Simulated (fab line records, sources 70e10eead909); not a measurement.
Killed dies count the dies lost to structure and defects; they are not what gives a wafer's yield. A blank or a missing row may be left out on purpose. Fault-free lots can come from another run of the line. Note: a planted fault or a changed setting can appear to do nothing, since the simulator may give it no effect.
fab line records / flow nand_harc
record lots=6 wafers=17 last_day=33
route steps=1302 shown A_ONON_D1@426
lots untouched by any fault: they come from a run of this same line in which no faults occurred
start_h: start of the lot's first displayed wafer, in hours after the record's first day / wait_h: time in hours since the lot's previous step / " the same as in the row above / L1.1+2: several wafers, shown together as one row / - either no value or no given start / * or withheld: withheld / < > ~ a bound
route shown NAME@n: names a module that has steps shown in the file, with the first one's number in the route / usual: mean/standard deviation of fault-free wafers / same: alike in all rows / chamber/n: place in a boat / sites: the reading at each site / _std_site: the values' standard deviation / _edge_site: inner sites' mean taken away from outer sites' mean / radius_mm: how far each site lies from the wafer's centre / mask NAME#n: copy n / behind: tool/chamber where the wafer was last shaped / hold: the reason the lot was held/the length of the hold in hours/how it ended / device: which transistor (n, p or np) failed to switch / end of line: tests of these same wafers at the route's end / step lacking rows: just its recipe / killed: dies lost to structure and defects at the first sort, not the wafer's yield / map: shows each die of a wafer: x if killed, . if not, _ if none is there
set.NAME: setting as actually run; set.NAME@STEP: the setting as run at that earlier step / model.NAME: the simulator's own value behind a step, which no gauge read
lots at some steps of the route; a table a step, a row a wafer
services: the hour from which a tool's chamber was out of use, counted from the record's first day as start_h (under 0 if before that day), plus the number of hours and why
## steps
# step NHARC_A_ONON_D1_DEP_03
# recipe target_thk_a=10000 n2_flow_sccm=2750 n2o_flow_sccm=2000 nh3_flow_sccm=500 sih4_flow_sccm=210 temp_c=400
# step NHARC_A_ONON_D1_THK_MEAS_05
# recipe thk_meas_gauge=ellipsometry
# usual thk_nm=1004/8.6
lot.wafer=L329.1 tool=film_metro-02 chamber=- start_h=195.68 wait_h=- thk_nm=998
lot.wafer=L329.2 tool=film_metro-02 chamber=- start_h=195.68 wait_h=- thk_nm=999
lot.wafer=L329.3 tool=film_metro-02 chamber=- start_h=195.68 wait_h=- thk_nm=1000
lot.wafer=L333.1 tool=film_metro-02 chamber=- start_h=231.15 wait_h=- thk_nm=1001
lot.wafer=L333.6 tool=film_metro-02 chamber=- start_h=231.15 wait_h=- thk_nm=1001
lot.wafer=L339.3 tool=film_metro-02 chamber=- start_h=292.30 wait_h=- thk_nm=1004
lot.wafer=L339.4 tool=film_metro-02 chamber=- start_h=292.30 wait_h=- thk_nm=1003
lot.wafer=L339.5 tool=film_metro-02 chamber=- start_h=292.30 wait_h=- thk_nm=1002
lot.wafer=L340.2 tool=film_metro-01 chamber=- start_h=311.21 wait_h=- thk_nm=1010
lot.wafer=L340.3 tool=film_metro-01 chamber=- start_h=311.21 wait_h=- thk_nm=1009
lot.wafer=L340.6 tool=film_metro-01 chamber=- start_h=311.21 wait_h=- thk_nm=1009
lot.wafer=L344.1 tool=film_metro-02 chamber=- start_h=340.65 wait_h=- thk_nm=985
lot.wafer=L344.3 tool=film_metro-02 chamber=- start_h=340.65 wait_h=- thk_nm=984
lot.wafer=L344.5 tool=film_metro-02 chamber=- start_h=340.65 wait_h=- thk_nm=986
lot.wafer=L349.1 tool=film_metro-01 chamber=- start_h=392.14 wait_h=- thk_nm=1019
lot.wafer=L349.3 tool=film_metro-01 chamber=- start_h=392.14 wait_h=- thk_nm=1018
lot.wafer=L349.5 tool=film_metro-01 chamber=- start_h=392.14 wait_h=- thk_nm=1018
# step NHARC_A_ONON_D1_DEP_06
# recipe target_thk_a=10000 n2_flow_sccm=2750 n2o_flow_sccm=2000 nh3_flow_sccm=500 sih4_flow_sccm=210 temp_c=400
# step NHARC_A_ONON_D1_THK_MEAS_08
# recipe thk_meas_gauge=ellipsometry
# usual thk_nm=1004/13
lot.wafer=L329.1 tool=film_metro-01 chamber=- start_h=196.25 wait_h=- thk_nm=996
lot.wafer=L329.2 tool=film_metro-01 chamber=- start_h=196.25 wait_h=- thk_nm=996
lot.wafer=L329.3 tool=film_metro-01 chamber=- start_h=196.25 wait_h=- thk_nm=995
lot.wafer=L333.1 tool=film_metro-02 chamber=- start_h=231.71 wait_h=- thk_nm=1013
lot.wafer=L333.6 tool=film_metro-02 chamber=- start_h=231.71 wait_h=- thk_nm=1014
lot.wafer=L339.3 tool=film_metro-02 chamber=- start_h=292.87 wait_h=- thk_nm=1016
lot.wafer=L339.4 tool=film_metro-02 chamber=- start_h=292.87 wait_h=- thk_nm=1014
lot.wafer=L339.5 tool=film_metro-02 chamber=- start_h=292.87 wait_h=- thk_nm=1017
lot.wafer=L340.2 tool=film_metro-01 chamber=- start_h=311.78 wait_h=- thk_nm=997
lot.wafer=L340.3 tool=film_metro-01 chamber=- start_h=311.78 wait_h=- thk_nm=999
lot.wafer=L340.6 tool=film_metro-01 chamber=- start_h=311.78 wait_h=- thk_nm=997
lot.wafer=L344.1 tool=film_metro-01 chamber=- start_h=341.22 wait_h=- thk_nm=1000
lot.wafer=L344.3 tool=film_metro-01 chamber=- start_h=341.22 wait_h=- thk_nm=1000
lot.wafer=L344.5 tool=film_metro-01 chamber=- start_h=341.22 wait_h=- thk_nm=999
lot.wafer=L349.1 tool=film_metro-02 chamber=- start_h=392.70 wait_h=- thk_nm=995
lot.wafer=L349.3 tool=film_metro-02 chamber=- start_h=392.70 wait_h=- thk_nm=994
lot.wafer=L349.5 tool=film_metro-02 chamber=- start_h=392.70 wait_h=- thk_nm=994
# step NHARC_A_ONON_D1_DEP_09
# recipe target_thk_a=10000 n2_flow_sccm=2750 n2o_flow_sccm=2000 nh3_flow_sccm=500 sih4_flow_sccm=210 temp_c=400
# step NHARC_A_ONON_D1_THK_MEAS_11
# recipe thk_meas_gauge=ellipsometry
# usual thk_nm=1003/13
lot.wafer=L329.1 tool=film_metro-02 chamber=- start_h=196.82 wait_h=- thk_nm=997
lot.wafer=L329.2 tool=film_metro-02 chamber=- start_h=196.82 wait_h=- thk_nm=995
lot.wafer=L329.3 tool=film_metro-02 chamber=- start_h=196.82 wait_h=- thk_nm=996
lot.wafer=L333.1 tool=film_metro-01 chamber=- start_h=232.29 wait_h=- thk_nm=1026
lot.wafer=L333.6 tool=film_metro-01 chamber=- start_h=232.29 wait_h=- thk_nm=1024
lot.wafer=L339.3 tool=film_metro-01 chamber=- start_h=293.44 wait_h=- thk_nm=996
lot.wafer=L339.4 tool=film_metro-01 chamber=- start_h=293.44 wait_h=- thk_nm=996
lot.wafer=L339.5 tool=film_metro-01 chamber=- start_h=293.44 wait_h=- thk_nm=996
lot.wafer=L340.2 tool=film_metro-01 chamber=- start_h=312.34 wait_h=- thk_nm=986
lot.wafer=L340.3 tool=film_metro-01 chamber=- start_h=312.34 wait_h=- thk_nm=984
lot.wafer=L340.6 tool=film_metro-01 chamber=- start_h=312.34 wait_h=- thk_nm=986
lot.wafer=L344.1 tool=film_metro-02 chamber=- start_h=341.78 wait_h=- thk_nm=1020
lot.wafer=L344.3 tool=film_metro-02 chamber=- start_h=341.78 wait_h=- thk_nm=1019
lot.wafer=L344.5 tool=film_metro-02 chamber=- start_h=341.78 wait_h=- thk_nm=1022
lot.wafer=L349.1 tool=film_metro-02 chamber=- start_h=393.27 wait_h=- thk_nm=1018
lot.wafer=L349.3 tool=film_metro-02 chamber=- start_h=393.27 wait_h=- thk_nm=1016
lot.wafer=L349.5 tool=film_metro-02 chamber=- start_h=393.27 wait_h=- thk_nm=1016
# step NHARC_A_ONON_D1_DEP_12
# recipe target_thk_a=10000 n2_flow_sccm=2750 n2o_flow_sccm=2000 nh3_flow_sccm=500 sih4_flow_sccm=210 temp_c=400
# step NHARC_A_ONON_D1_THK_MEAS_14
# recipe thk_meas_gauge=ellipsometry
# usual thk_nm=999/12
lot.wafer=L329.1 tool=film_metro-02 chamber=- start_h=197.38 wait_h=- thk_nm=997
lot.wafer=L329.2 tool=film_metro-02 chamber=- start_h=197.38 wait_h=- thk_nm=998
lot.wafer=L329.3 tool=film_metro-02 chamber=- start_h=197.38 wait_h=- thk_nm=998
lot.wafer=L333.1 tool=film_metro-02 chamber=- start_h=232.85 wait_h=- thk_nm=1013
lot.wafer=L333.6 tool=film_metro-02 chamber=- start_h=232.85 wait_h=- thk_nm=1014
lot.wafer=L339.3 tool=film_metro-02 chamber=- start_h=294.00 wait_h=- thk_nm=995
lot.wafer=L339.4 tool=film_metro-02 chamber=- start_h=294.00 wait_h=- thk_nm=993
lot.wafer=L339.5 tool=film_metro-02 chamber=- start_h=294.00 wait_h=- thk_nm=992
lot.wafer=L340.2 tool=film_metro-02 chamber=- start_h=313.03 wait_h=- thk_nm=1015
lot.wafer=L340.3 tool=film_metro-02 chamber=- start_h=313.03 wait_h=- thk_nm=1017
lot.wafer=L340.6 tool=film_metro-02 chamber=- start_h=313.03 wait_h=- thk_nm=1018
lot.wafer=L344.1 tool=film_metro-01 chamber=- start_h=342.35 wait_h=- thk_nm=982
lot.wafer=L344.3 tool=film_metro-01 chamber=- start_h=342.35 wait_h=- thk_nm=982
lot.wafer=L344.5 tool=film_metro-01 chamber=- start_h=342.35 wait_h=- thk_nm=979
lot.wafer=L349.1 tool=film_metro-02 chamber=- start_h=393.84 wait_h=- thk_nm=1000
lot.wafer=L349.3 tool=film_metro-02 chamber=- start_h=393.84 wait_h=- thk_nm=999
lot.wafer=L349.5 tool=film_metro-02 chamber=- start_h=393.84 wait_h=- thk_nm=998
# step NHARC_A_ONON_D1_ANNEAL_15
# recipe temp_c=750 time_s=3600
# step NHARC_A_ONON_D1_DEP_16
# recipe target_thk_a=10000 n2_flow_sccm=2750 n2o_flow_sccm=2000 nh3_flow_sccm=500 sih4_flow_sccm=210 temp_c=400
# step NHARC_A_ONON_D1_THK_MEAS_18
# recipe thk_meas_gauge=ellipsometry
# usual thk_nm=1002/9.6
lot.wafer=L329.1 tool=film_metro-01 chamber=- start_h=207.39 wait_h=- thk_nm=994
lot.wafer=L329.2 tool=film_metro-01 chamber=- start_h=207.39 wait_h=- thk_nm=996
lot.wafer=L329.3 tool=film_metro-01 chamber=- start_h=207.39 wait_h=- thk_nm=993
lot.wafer=L333.1 tool=film_metro-01 chamber=- start_h=240.45 wait_h=- thk_nm=1018
lot.wafer=L333.6 tool=film_metro-01 chamber=- start_h=240.45 wait_h=- thk_nm=1018
lot.wafer=L339.3 tool=film_metro-01 chamber=- start_h=304.23 wait_h=- thk_nm=1002
lot.wafer=L339.4 tool=film_metro-01 chamber=- start_h=304.23 wait_h=- thk_nm=1003
lot.wafer=L339.5 tool=film_metro-01 chamber=- start_h=304.23 wait_h=- thk_nm=1002
lot.wafer=L340.2 tool=film_metro-02 chamber=- start_h=321.43 wait_h=- thk_nm=1013
lot.wafer=L340.3 tool=film_metro-02 chamber=- start_h=321.43 wait_h=- thk_nm=1012
lot.wafer=L340.6 tool=film_metro-02 chamber=- start_h=321.43 wait_h=- thk_nm=1015
lot.wafer=L344.1 tool=film_metro-02 chamber=- start_h=350.12 wait_h=- thk_nm=1010
lot.wafer=L344.3 tool=film_metro-02 chamber=- start_h=350.12 wait_h=- thk_nm=1008
lot.wafer=L344.5 tool=film_metro-02 chamber=- start_h=350.12 wait_h=- thk_nm=1008
lot.wafer=L349.1 tool=film_metro-01 chamber=- start_h=401.86 wait_h=- thk_nm=1006
lot.wafer=L349.3 tool=film_metro-01 chamber=- start_h=401.86 wait_h=- thk_nm=1007
lot.wafer=L349.5 tool=film_metro-01 chamber=- start_h=401.86 wait_h=- thk_nm=1004
# step NHARC_A_ONON_D1_DEP_19
# recipe target_thk_a=10000 n2_flow_sccm=2750 n2o_flow_sccm=2000 nh3_flow_sccm=500 sih4_flow_sccm=210 temp_c=400
# usual n2_flow_sccm=2749/7.9 n2o_flow_sccm=2000/5.8
lot.wafer=L329.1 tool=pecvd_onon-01 chamber=0 start_h=207.44 wait_h=0.1 n2_flow_sccm=2761 n2o_flow_sccm=1992
lot.wafer=L329.2 tool=pecvd_onon-01 chamber=0 start_h=207.44 wait_h=0.1 n2_flow_sccm=2731 n2o_flow_sccm=1993
lot.wafer=L329.3 tool=pecvd_onon-01 chamber=0 start_h=207.44 wait_h=0.1 n2_flow_sccm=2752 n2o_flow_sccm=1990
lot.wafer=L333.1 tool=pecvd_onon-01 chamber=0 start_h=240.51 wait_h=0.1 n2_flow_sccm=2751 n2o_flow_sccm=2005
lot.wafer=L333.6 tool=pecvd_onon-01 chamber=0 start_h=240.51 wait_h=0.1 n2_flow_sccm=2739 n2o_flow_sccm=2006
lot.wafer=L339.3 tool=pecvd_onon-01 chamber=0 start_h=304.40 wait_h=0.2 n2_flow_sccm=2746 n2o_flow_sccm=2007
lot.wafer=L339.4 tool=pecvd_onon-01 chamber=0 start_h=304.40 wait_h=0.2 n2_flow_sccm=2750 n2o_flow_sccm=2003
lot.wafer=L339.5 tool=pecvd_onon-01 chamber=0 start_h=304.40 wait_h=0.2 n2_flow_sccm=2740 n2o_flow_sccm=2000
lot.wafer=L340.2 tool=pecvd_onon-02 chamber=0 start_h=321.54 wait_h=0.1 n2_flow_sccm=2759 n2o_flow_sccm=2005
lot.wafer=L340.3 tool=pecvd_onon-02 chamber=0 start_h=321.54 wait_h=0.1 n2_flow_sccm=2758 n2o_flow_sccm=2000
lot.wafer=L340.6 tool=pecvd_onon-02 chamber=0 start_h=321.54 wait_h=0.1 n2_flow_sccm=2745 n2o_flow_sccm=1999
lot.wafer=L344.1 tool=pecvd_onon-01 chamber=0 start_h=350.18 wait_h=0.1 n2_flow_sccm=2751 n2o_flow_sccm=1999
lot.wafer=L344.3 tool=pecvd_onon-01 chamber=0 start_h=350.18 wait_h=0.1 n2_flow_sccm=2756 n2o_flow_sccm=1999
lot.wafer=L344.5 tool=pecvd_onon-01 chamber=0 start_h=350.18 wait_h=0.1 n2_flow_sccm=2749 n2o_flow_sccm=2006
lot.wafer=L349.1 tool=pecvd_onon-04 chamber=0 start_h=401.91 wait_h=0.1 n2_flow_sccm=2748 n2o_flow_sccm=1996
lot.wafer=L349.3 tool=pecvd_onon-04 chamber=0 start_h=401.91 wait_h=0.1 n2_flow_sccm=2745 n2o_flow_sccm=1992
lot.wafer=L349.5 tool=pecvd_onon-04 chamber=0 start_h=401.91 wait_h=0.1 n2_flow_sccm=2750 n2o_flow_sccm=1991
# step NHARC_A_ONON_D1_THK_MEAS_21
# recipe thk_meas_gauge=ellipsometry
# usual thk_nm=1000/11
lot.wafer=L329.1 tool=film_metro-01 chamber=- start_h=207.96 wait_h=- thk_nm=928
lot.wafer=L329.2 tool=film_metro-01 chamber=- start_h=207.96 wait_h=- thk_nm=1003
lot.wafer=L329.3 tool=film_metro-01 chamber=- start_h=207.96 wait_h=- thk_nm=1004
lot.wafer=L333.1 tool=film_metro-02 chamber=- start_h=241.02 wait_h=- thk_nm=929
lot.wafer=L333.6 tool=film_metro-02 chamber=- start_h=241.02 wait_h=- thk_nm=932
lot.wafer=L339.3 tool=film_metro-02 chamber=- start_h=304.79 wait_h=- thk_nm=1023
lot.wafer=L339.4 tool=film_metro-02 chamber=- start_h=304.79 wait_h=- thk_nm=1020
lot.wafer=L339.5 tool=film_metro-02 chamber=- start_h=304.79 wait_h=- thk_nm=1022
lot.wafer=L340.2 tool=film_metro-02 chamber=- start_h=321.99 wait_h=- thk_nm=1013
lot.wafer=L340.3 tool=film_metro-02 chamber=- start_h=321.99 wait_h=- thk_nm=1011
lot.wafer=L340.6 tool=film_metro-02 chamber=- start_h=321.99 wait_h=- thk_nm=1012
lot.wafer=L344.1 tool=film_metro-01 chamber=- start_h=350.69 wait_h=- thk_nm=1014
lot.wafer=L344.3 tool=film_metro-01 chamber=- start_h=350.69 wait_h=- thk_nm=1014
lot.wafer=L344.5 tool=film_metro-01 chamber=- start_h=350.69 wait_h=- thk_nm=1013
lot.wafer=L349.1 tool=film_metro-02 chamber=- start_h=402.42 wait_h=- thk_nm=979
lot.wafer=L349.3 tool=film_metro-02 chamber=- start_h=402.42 wait_h=- thk_nm=978
lot.wafer=L349.5 tool=film_metro-02 chamber=- start_h=402.42 wait_h=- thk_nm=979
# step NHARC_A_ONON_D1_DEP_22
# recipe target_thk_a=10000 n2_flow_sccm=2750 n2o_flow_sccm=2000 nh3_flow_sccm=500 sih4_flow_sccm=210 temp_c=400
## services
tool=pecvd_onon-02 chamber=- start_h=185.38 hours=13.0 kind=pm
tool=pecvd_onon-01 chamber=- start_h=269.40 hours=13.0 kind=pm
tool=pecvd_onon-04 chamber=- start_h=311.62 hours=13.0 kind=pm
tool=pecvd_onon-02 chamber=- start_h=366.38 hours=13.0 kind=pm
## key
first_sign step=NHARC_A_ONON_D1_THK_MEAS_21 reading=thk_nm direction=down sigmas=6.6 usual=1000 struck=930
effect none on later readings
met_at NHARC_A_ONON_D1_DEP_19
struck_wafers L329.1,L333.1,L333.6
later_rows_left_out L329.1,L333.1,L333.6
sort_left_out L329.1,L333.1,L333.6
tester_left_out L329,L333
fault kind=process_parameter_drift tool=pecvd_onon-01 chamber=- onset_h=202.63 steps=NHARC_A_ONON_D1_DEP_19 channel=target_thk_a offset=* shape=step end_h=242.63 scope=struck_wafers_only acts_in=* stated=*
# tester_left_out: of these lots the tester's yield and bins aren't shown, on N5 and GAA mostly nor the transistor test; their killed dies are dies lost to structure and defects alone, not to doping, threshold or leakage, so they don't give the yield
# sort_left_out: the simulated sort isn't trusted on such a fault, so these wafers' sort isn't shown, and their yield isn't known
# later_rows_left_out: the simulator's readings of these wafers behind a module that went badly wrong aren't trusted and aren't shown, but for the sort
